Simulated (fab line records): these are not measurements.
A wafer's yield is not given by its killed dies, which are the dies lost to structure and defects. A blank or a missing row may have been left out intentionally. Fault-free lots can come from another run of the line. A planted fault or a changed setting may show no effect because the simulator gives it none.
fab line records ; flow n5_finfet
record lots=6; wafers=18; last_day=18
route steps=1938 shown PASSIVATION@1918
lots that met no fault: from a run of the same line without faults
start_h: hours from the record's first day to the start of the lot's first wafer shown ; wait_h: time in hours since the lot's previous step ; " repeats the value in the row above ; L1.1+2: a row that stands for several wafers ; - value missing, or start not given ; * or withheld: withheld ; < > ~ a bound
route shown NAME@n: NAME is a module with steps in the file, n the number in the route of the first one ; usual: average and standard deviation across the fault-free wafers ; same: alike in all rows ; chamber/n: place in a boat ; sites: per-site readings ; _std_site: their standard deviation ; _edge_site: inner sites' mean taken away from outer sites' mean ; radius_mm: for every site, how far away it sits from the centre of the wafer ; mask NAME#n: copy n ; behind: the tool/chamber that last shaped the wafer ; hold: why the lot went on hold/how many hours it stayed there/how the hold came to an end ; device: whichever transistor did not switch (one of n, p or np) ; end of line: the tests these same wafers got at the end of their route ; a step without rows: its recipe alone ; killed: dies lost to structure and defects at the first sort, not the wafer's yield ; map: a wafer's dies, marking killed ones x, the rest . and places with no die _
set.NAME: setting as actually run; set.NAME@STEP: the setting as run at that earlier step ; model.NAME: the simulator's own value behind a step, which no gauge read
lots at some steps of the route; a table a step, a row a wafer
services: a tool's chamber out of use, with start hour (start_h, from the record's first day; less than 0 if before it), hours out, and reason
## steps
# step N5_PASSIVATION_COAT_38
# recipe spin_rpm=3000; resist_thk_nm=withheld
# step N5_PASSIVATION_EBR_40
# recipe solvent=PGMEA; ebr_width_mm=1.5
# step N5_PASSIVATION_SOFTBAKE_39
# recipe temp_c=110; time_s=120
# step N5_PASSIVATION_EXPOSE_41
# recipe mask_id=PASS_OPEN; na=0.55; defocus_nm=0; source_shape=conventional; sigma_outer=0.8; polarization=unpolarized; target_cd_nm=40000; dose_mj=57.25
# step N5_PASSIVATION_PEB_42
# recipe peb_temp_c=withheld; peb_time_s=*
# step N5_PASSIVATION_DEVELOP_43
# recipe develop_time_s=60; rinse_liquid=diw; dry=air_spin; dev_temp_c=21
# step N5_PASSIVATION_HARDBAKE_45
# recipe temp_c=130; time_s=120
# step N5_PASSIVATION_CD_MEAS_44
# recipe target_cd_nm=40000; landing_energy_ev=500; detector=se_inlens
# usual cd_nm=40000/3
lot.wafer;tool;chamber;start_h;wait_h;cd_nm
L923.1;cd_sem-03;0;278.74;-;40002
L923.2;cd_sem-03;0;278.74;-;40002
L923.5;cd_sem-03;0;278.74;-;39997
L924.1;cd_sem-03;0;294.78;-;40002
L924.2;cd_sem-03;0;294.78;-;40001
L924.3;cd_sem-03;0;294.78;-;39998
L932.1;cd_sem-03;0;353.76;-;39994
L932.4;cd_sem-03;0;353.76;-;39991
L932.5;cd_sem-03;0;353.76;-;39996
L933.1;cd_sem-03;0;366.67;-;40003
L933.4;cd_sem-03;0;366.67;-;40004
L933.6;cd_sem-03;0;366.67;-;40000
L939.1;cd_sem-03;0;395.14;-;39997
L939.2;cd_sem-03;0;395.14;-;39995
L939.4;cd_sem-03;0;395.14;-;39997
L943.1;cd_sem-01;0;427.88;-;39999
L943.3;cd_sem-01;0;427.88;-;39998
L943.6;cd_sem-01;0;427.88;-;39999
# step N5_PASSIVATION_OVL_MEAS_66
# recipe points_per_wafer=44
# usual PASS_OPEN_OVL=4/5
lot.wafer;tool;chamber;start_h;wait_h;PASS_OPEN_OVL[nm]
L923.1;overlay-01;0;278.77;0.0;4
L923.2;overlay-01;0;278.77;0.0;3
L923.5;overlay-01;0;278.77;0.0;3
L924.1;overlay-01;0;294.81;0.0;4
L924.2;overlay-01;0;294.81;0.0;0
L924.3;overlay-01;0;294.81;0.0;4
L932.1;overlay-01;0;353.79;0.0;4
L932.4;overlay-01;0;353.79;0.0;-1
L932.5;overlay-01;0;353.79;0.0;4
L933.1;overlay-02;0;366.70;0.0;10
L933.4;overlay-02;0;366.70;0.0;4
L933.6;overlay-02;0;366.70;0.0;4
L939.1;overlay-02;0;395.17;0.0;11
L939.2;overlay-02;0;395.17;0.0;13
L939.4;overlay-02;0;395.17;0.0;14
L943.1;overlay-01;0;427.91;0.0;1
L943.3;overlay-01;0;427.91;0.0;-2
L943.6;overlay-01;0;427.91;0.0;1
# step N5_PASSIVATION_INSPECT_67
# recipe mode=adi; inspect_instrument=macro
# usual raw_defect_count=1.9/1.4
lot.wafer;tool;chamber;start_h;wait_h;raw_defect_count
L923.1;defect_inspect-02;-;278.79;0.0;0
L923.2;defect_inspect-02;-;278.79;0.0;2
L923.5;defect_inspect-02;-;278.79;0.0;4
L924.1;defect_inspect-02;-;294.84;0.0;5
L924.2;defect_inspect-02;-;294.84;0.0;1
L924.3;defect_inspect-02;-;294.84;0.0;3
L932.1;defect_inspect-01;-;353.82;0.0;7
L932.4;defect_inspect-01;-;353.82;0.0;2
L932.5;defect_inspect-01;-;353.82;0.0;0
L933.1;defect_inspect-02;-;366.73;0.0;0
L933.4;defect_inspect-02;-;366.73;0.0;4
L933.6;defect_inspect-02;-;366.73;0.0;3
L939.1;defect_inspect-01;-;395.19;0.0;3
L939.2;defect_inspect-01;-;395.19;0.0;3
L939.4;defect_inspect-01;-;395.19;0.0;6
L943.1;defect_inspect-01;-;427.94;0.0;2
L943.3;defect_inspect-01;-;427.94;0.0;0
L943.6;defect_inspect-01;-;427.94;0.0;2
# step N5_PASSIVATION_DESCUM_46
# recipe chemistry=O2; time_s=7.9; source_power_w=50; bias_power_w=20; pressure_mtorr=20; rf_frequency_hz=2.712e+07; temp_c=40; o2_flow_sccm=225
# usual drypump_motor_current_A=5.5/0.35; oes_product_au=0.81/0.067; rf_vpp_V=243.1/1.4; showerhead_plenum_p_Torr=2.10/0.068; throttle_valve_pct=20.4/0.31
lot.wafer;tool;chamber;start_h;wait_h;drypump_motor_current_A;oes_product_au;rf_hours_counter_h;rf_vpp_V;showerhead_plenum_p_Torr;throttle_valve_pct
L923.1;rie_diel-04;2;278.83;0.0;5.7;0.80;82;244.6;2.11;19.9
L923.2;rie_diel-04;3;278.83;0.0;5.5;0.84;70;242.2;2.12;20.0
L923.5;rie_diel-04;0;278.83;0.0;5.4;0.78;-;246.1;2.21;20.8
L924.1;rie_diel-06;3;294.87;0.0;6.5;0.68;246;245.1;2.14;20.6
L924.2;rie_diel-06;1;294.87;0.0;5.3;0.72;177;241.7;2.00;20.8
L924.3;rie_diel-06;2;294.87;0.0;5.0;0.77;131;242.1;2.00;20.6
L932.1;rie_diel-06;1;354.03;0.2;5.3;0.71;202;241.8;1.99;20.9
L932.4;rie_diel-06;2;354.03;0.2;5.0;0.76;-;240.6;2.00;20.6
L932.5;rie_diel-06;1;354.03;0.2;5.3;0.70;-;240.8;1.99;20.8
L933.1;rie_diel-06;0;366.76;0.0;5.5;0.69;247;242.5;2.06;20.4
L933.4;rie_diel-06;1;366.76;0.0;5.3;0.71;207;240.5;1.99;20.8
L933.6;rie_diel-06;0;366.76;0.0;5.5;0.69;-;242.8;2.06;20.3
L939.1;rie_diel-03;2;395.22;0.0;5.6;0.78;102;246.3;2.20;20.1
L939.2;rie_diel-03;3;395.22;0.0;5.7;0.86;71;242.5;2.12;20.7
L939.4;rie_diel-03;1;395.22;0.0;5.6;0.85;57;241.1;2.05;20.3
L943.1;rie_diel-04;3;428.03;0.1;5.5;0.78;126;243.1;2.10;20.0
L943.3;rie_diel-04;1;428.03;0.1;5.7;0.81;88;244.8;2.11;20.4
L943.6;rie_diel-04;0;428.03;0.1;5.4;0.74;-;245.2;2.20;20.9
# step N5_PASSIVATION_PASS_ETCH_47
# recipe chemistry=CF4/O2; target=SiNx; target_depth_a=7700; time_s=385; ion_energy_ev=100; pressure_mtorr=40; source_w=535; bias_w=49; Ar_flow_sccm=100; cf4_flow_sccm=100; O2_flow_sccm=10
# usual bias_w=48.99/0.14; drypump_motor_current_A=5.5/0.35; oes_product_au=0.81/0.064; rf_vpp_V=240.8/2.7; showerhead_plenum_p_Torr=2.21/0.067; throttle_valve_pct=15.83/0.28
lot.wafer;tool;chamber;start_h;wait_h;bias_w;drypump_motor_current_A;oes_product_au;rf_hours_counter_h;rf_vpp_V;showerhead_plenum_p_Torr;throttle_valve_pct
L923.1;rie_diel-04;2;278.86;0.0;49.23;5.7;0.82;82;241.2;2.23;15.43
L923.2;rie_diel-04;3;278.86;0.0;48.99;5.5;0.85;70;239.9;2.23;15.43
L923.5;rie_diel-04;0;278.86;0.0;48.98;5.4;0.78;-;240.6;2.30;16.10
L924.1;rie_diel-06;3;294.91;0.0;48.99;6.5;0.69;246;243.4;2.26;16.12
L924.2;rie_diel-06;1;294.91;0.0;49.12;5.3;0.73;177;239.4;2.11;16.24
L924.3;rie_diel-06;2;294.91;0.0;48.98;5.0;0.78;131;239.6;2.13;16.11
L932.1;rie_diel-06;1;354.06;0.0;49.03;5.3;0.71;202;237.1;2.10;16.27
L932.4;rie_diel-06;2;354.06;0.0;49.04;5.0;0.75;-;239.2;2.13;16.16
L932.5;rie_diel-06;1;354.06;0.0;48.92;5.3;0.71;-;238.1;2.10;16.27
L933.1;rie_diel-06;0;366.80;0.0;48.97;5.5;0.70;247;237.5;2.18;15.92
L933.4;rie_diel-06;1;366.80;0.0;49.01;5.3;0.70;207;237.6;2.10;16.28
L933.6;rie_diel-06;0;366.80;0.0;49.04;5.5;0.69;-;236.9;2.18;15.91
L939.1;rie_diel-03;2;395.26;0.0;49.10;5.7;0.80;102;246.7;2.32;15.65
L939.2;rie_diel-03;3;395.26;0.0;49.12;5.7;0.85;71;242.4;2.24;16.12
L939.4;rie_diel-03;1;395.26;0.0;49.00;5.6;0.83;57;243.0;2.15;15.64
L943.1;rie_diel-04;3;428.07;0.0;48.91;5.5;0.79;126;239.0;2.21;15.55
L943.3;rie_diel-04;1;428.07;0.0;48.85;5.7;0.81;88;240.3;2.23;15.79
L943.6;rie_diel-04;0;428.07;0.0;49.10;5.4;0.74;-;240.3;2.29;16.17
# step N5_PASSIVATION_ETCH_54
# recipe chemistry=CHF3/O2; target=SiO2; target_depth_a=8800; CHF3_flow_sccm=50; O2_flow_sccm=5; Ar_flow_sccm=200; time_s=440; mask_material=PR; pressure_mtorr=30; source_w=650; bias_w=170; ion_energy_ev=200
# usual bias_w=170.0/0.56; drypump_motor_current_A=5.5/0.35; oes_product_au=0.81/0.064; rf_vpp_V=524/5.7; showerhead_plenum_p_Torr=2.41/0.074; throttle_valve_pct=18.77/0.28
lot.wafer;tool;chamber;start_h;wait_h;bias_w;drypump_motor_current_A;oes_product_au;rf_hours_counter_h;rf_vpp_V;showerhead_plenum_p_Torr;throttle_valve_pct;model.etch.depth_nm;model.PASSIVATION.feature_depth_nm
L923.1;rie_diel-04;2;279.09;0.1;170.1;5.6;0.81;82;525;2.44;18.38;886.5;886.4
L923.2;rie_diel-04;3;279.09;0.1;169.5;5.5;0.84;70;524;2.44;18.34;896.5;896.4
L923.5;rie_diel-04;0;279.09;0.1;171.0;5.4;0.78;-;523;2.52;19.06;888.3;888.4
L924.1;rie_diel-06;3;295.13;0.1;169.8;6.5;0.69;246;530;2.47;19.03;863.1;863.2
L924.2;rie_diel-06;1;295.13;0.1;169.8;5.3;0.72;177;516;2.30;19.16;881.9;882
L924.3;rie_diel-06;2;295.13;0.1;169.2;5.0;0.77;131;521;2.33;19.08;881.5;881.6
L932.1;rie_diel-06;1;354.29;0.1;160.3;5.3;0.70;202;493;2.29;19.17;862;862
L932.4;rie_diel-06;2;354.29;0.1;171.0;5.0;0.76;-;521;2.32;19.13;873;873
L932.5;rie_diel-06;1;354.29;0.1;159.7;5.3;0.70;-;493;2.29;19.20;859.3;859.2
L933.1;rie_diel-06;0;367.03;0.1;169.4;5.5;0.69;247;516;2.38;18.76;863.7;863.6
L933.4;rie_diel-06;1;367.03;0.1;160.2;5.3;0.70;207;493;2.29;19.21;854.3;854.4
L933.6;rie_diel-06;0;367.03;0.1;169.7;5.5;0.69;-;517;2.38;18.76;861.5;861.6
L939.1;rie_diel-03;2;395.49;0.1;170.2;5.7;0.79;102;534;2.53;18.52;866.1;866.2
L939.2;rie_diel-03;3;395.49;0.1;170.8;5.6;0.85;71;529;2.44;19.06;879.2;879.2
L939.4;rie_diel-03;1;395.49;0.1;170.0;5.6;0.84;57;529;2.36;18.60;879.1;879.2
L943.1;rie_diel-04;3;428.30;0.1;170.2;5.5;0.78;126;522;2.42;18.45;885.4;885.4
L943.3;rie_diel-04;1;428.30;0.1;170.8;5.8;0.80;89;524;2.44;18.75;878.9;879
L943.6;rie_diel-04;0;428.30;0.1;170.1;5.4;0.74;-;525;2.50;19.14;878.3;878.4
# step N5_PASSIVATION_STRIP_48
# recipe chemistry=O2; power_w=600; temp_c=60; pressure_mtorr=30; rf_frequency_hz=6e+07; bias_power_w=0; overash_fraction=0.5; o2_flow_sccm=225
# usual drypump_motor_current_A=5.5/0.34; oes_product_au=0.82/0.069; rf_vpp_V=3.4/2.4; showerhead_plenum_p_Torr=2.10/0.068; throttle_valve_pct=16.63/0.29
lot.wafer;tool;chamber;start_h;wait_h;drypump_motor_current_A;oes_product_au;rf_hours_counter_h;rf_vpp_V;showerhead_plenum_p_Torr;throttle_valve_pct
L923.1;rie_diel-04;2;279.38;0.1;5.6;0.82;82;1.5;2.11;16.22
L923.2;rie_diel-04;3;279.38;0.1;5.5;0.85;70;3.4;2.12;16.29
L923.5;rie_diel-04;0;279.38;0.1;5.4;0.76;-;4.3;2.22;16.90
L924.1;rie_diel-06;3;295.42;0.1;6.5;0.68;246;3.3;2.14;16.81
L924.2;rie_diel-06;1;295.42;0.1;5.3;0.73;178;0.2;2.00;17.07
L924.3;rie_diel-06;2;295.42;0.1;5.0;0.77;131;2.4;2.01;16.89
L932.1;rie_diel-06;1;354.58;0.1;5.3;0.70;202;8.2;1.99;17.05
L932.4;rie_diel-06;2;354.58;0.1;5.0;0.76;-;3.3;2.00;16.85
L932.5;rie_diel-06;1;354.58;0.1;5.3;0.72;-;2.5;1.99;17.07
L933.1;rie_diel-06;0;367.31;0.1;5.5;0.72;247;1.6;2.07;16.76
L933.4;rie_diel-06;1;367.31;0.1;5.4;0.71;208;0.7;1.99;17.06
L933.6;rie_diel-06;0;367.31;0.1;5.4;0.67;-;1.6;2.07;16.64
L939.1;rie_diel-03;2;395.78;0.1;5.7;0.78;102;1.0;2.20;16.39
L939.2;rie_diel-03;3;395.78;0.1;5.7;0.83;71;7.3;2.12;16.89
L939.4;rie_diel-03;1;395.78;0.1;5.6;0.87;57;3.6;2.05;16.48
L943.1;rie_diel-04;3;428.58;0.1;5.5;0.78;126;6.8;2.10;16.29
L943.3;rie_diel-04;1;428.58;0.1;5.7;0.79;89;9.2;2.12;16.55
L943.6;rie_diel-04;0;428.58;0.1;5.4;0.75;-;1.6;2.20;17.06
## services
tool;chamber;start_h;hours;kind
rie_diel-03;2;276.78;12.1;repair
rie_diel-06;3;311.90;-;clean
rie_diel-06;3;311.90;-;consumable_replace:focus_ring
rie_diel-06;3;311.90;18.8;scheduled_down
rie_diel-06;3;311.90;18.8;vent_cycle
rie_diel-03;1;329.69;7.5;repair
rie_diel-03;3;332.74;11.1;repair
rie_diel-06;0;338.64;15.8;repair
rie_diel-03;-;344.70;2.8;pm
rie_diel-03;2;362.19;4.5;repair
rie_diel-06;0;372.36;-;clean
rie_diel-06;0;372.36;-;consumable_replace:focus_ring
rie_diel-04;1;374.84;12.1;repair
rie_diel-04;2;388.69;8.6;repair
rie_diel-03;0;407.62;12.5;repair
rie_diel-03;2;418.37;8.2;repair
## key
first_sign step=N5_PASSIVATION_ETCH_54; reading=bias_w; direction=down; sigmas=18; usual=*; struck=*
effect step=N5_PASSIVATION_ETCH_54; reading=rf_vpp_V; direction=down; sigmas=5.5; usual=524; struck=493
model_effect step=N5_PASSIVATION_ETCH_54; value=etch.depth_nm; without=875.3; struck=858.5
met_at N5_PASSIVATION_ETCH_54
struck_wafers L932.1,L932.5,L933.4
onset_between 295.13 354.29
fault kind=process_parameter_drift; tool=rie_diel-06; chamber=1; onset_h=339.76; steps=N5_PASSIVATION_ETCH_54; channel=bias_w; offset=*; shape=step; end_h=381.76; acts_in=*; stated=*
